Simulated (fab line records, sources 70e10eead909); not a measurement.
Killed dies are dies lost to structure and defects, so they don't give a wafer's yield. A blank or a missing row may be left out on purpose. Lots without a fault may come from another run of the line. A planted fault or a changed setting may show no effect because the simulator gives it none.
Chamber matching | flow nand_harc | NHARC_A_SGD_CUT_CMP_21 on cmp-02: 4 sister chambers
The step polishes, target thk 148.19 nm. 4 wafers are shown with their chamber, then 7 later ones without.

WAFERS WITH THEIR CHAMBER
wafer  | chamber | motor_current_A (A)
L083.4 | 0       | 11.2
L086.3 | 1       | 10.1
L092.2 | 3       | 10.9
L092.3 | 2       | 10.4

WAFERS WITHOUT THEIR CHAMBER
wafer  | motor_current_A (A)
L092.6 | 9.8
L094.1 | 9.2
L094.3 | 12.3
L094.4 | 11.0
L096.1 | 9.3
L096.2 | 11.5
L096.5 | 10.8

WHICH CHAMBER EACH WENT THROUGH
wafer  | from the rows above               | in truth
L092.6 | can't be placed: 1 or 2 or 3 or 0 | 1
L094.1 | can't be placed: 1 or 2 or 3 or 0 | 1
L094.3 | can't be placed: 0 or 3 or 2 or 1 | 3
L094.4 | can't be placed: 3 or 0 or 2 or 1 | 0
L096.1 | can't be placed: 1 or 2 or 3 or 0 | 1
L096.2 | can't be placed: 0 or 3 or 2 or 1 | 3
L096.5 | can't be placed: 3 or 0 or 2 or 1 | 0
Placed correctly: 0 of 7. Can't be placed from these rows: 7 (the true chamber is among the candidates in 7). Placed wrongly: 0.
How it was worked out, from the rows above alone: a wafer's distance from a chamber is the root of the sum, over the readings, of the square of ((its reading less the chamber's mean) divided by the reading's scatter). The wafer belongs to the nearest chamber; if the next one is less than 2 further off, it can't be placed. A chamber's mean is the mean of its shown wafers. The scatter: with one shown wafer a chamber, the root of the mean of the squares of how far each hidden wafer lies from its nearest shown one.
